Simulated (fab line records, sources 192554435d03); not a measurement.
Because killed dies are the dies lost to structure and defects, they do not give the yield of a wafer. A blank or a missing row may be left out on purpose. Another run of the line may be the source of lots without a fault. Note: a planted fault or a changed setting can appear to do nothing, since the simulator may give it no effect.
Matching of chambers | flow n5 finfet | N5_BEOL_M11_STRIP_36 on rie diel-02: 4 sister chambers
The step strips in N2/H2. 4 wafers are shown with their chamber, then 10 later ones without.

== WAFERS, EACH WITH ITS CHAMBER ==
wafer  | chamber | drypump motor current A (A)
L089.5 | 2       | 5.8
L089.6 | 3       | 5.5
L088.1 | 1       | 5.2
L088.3 | 0       | 5.0

== WAFERS WITHOUT THEIR CHAMBER ==
wafer  | drypump motor current A (A)
L088.4 | 5.8
L087.1 | 5.8
L087.2 | 5.5
L087.3 | 5.2
L092.1 | 5.8
L092.4 | 5.5
L092.5 | 5.7
L097.2 | 5.8
L097.3 | 5.0
L097.5 | 5.8

== EACH ONE'S CHAMBER ==
wafer  | from the rows above | in truth
L088.4 | 2                   | 2
L087.1 | 2                   | 2
L087.2 | 3                   | 3
L087.3 | 1                   | 1
L092.1 | 2                   | 2
L092.4 | 3                   | 3
L092.5 | 2                   | 2
L097.2 | 2                   | 2
L097.3 | 0                   | 0
L097.5 | 2                   | 2
Correctly placed: 10 of 10. Number that these rows cannot place: 0. Wrongly placed: 0.
How it was worked out, from the rows above alone: a wafer's distance from a chamber is the root of the sum, over the readings, of the square of ((its reading less the chamber's mean) divided by the reading's scatter). If the next closest chamber is less than 2 further off than the closest, the wafer can't be placed; otherwise it belongs to the closest. Each chamber's mean is taken over the wafers shown for it. The scatter: with one shown wafer a chamber, the root of the mean of the squares of how far each hidden wafer lies from its nearest shown one.
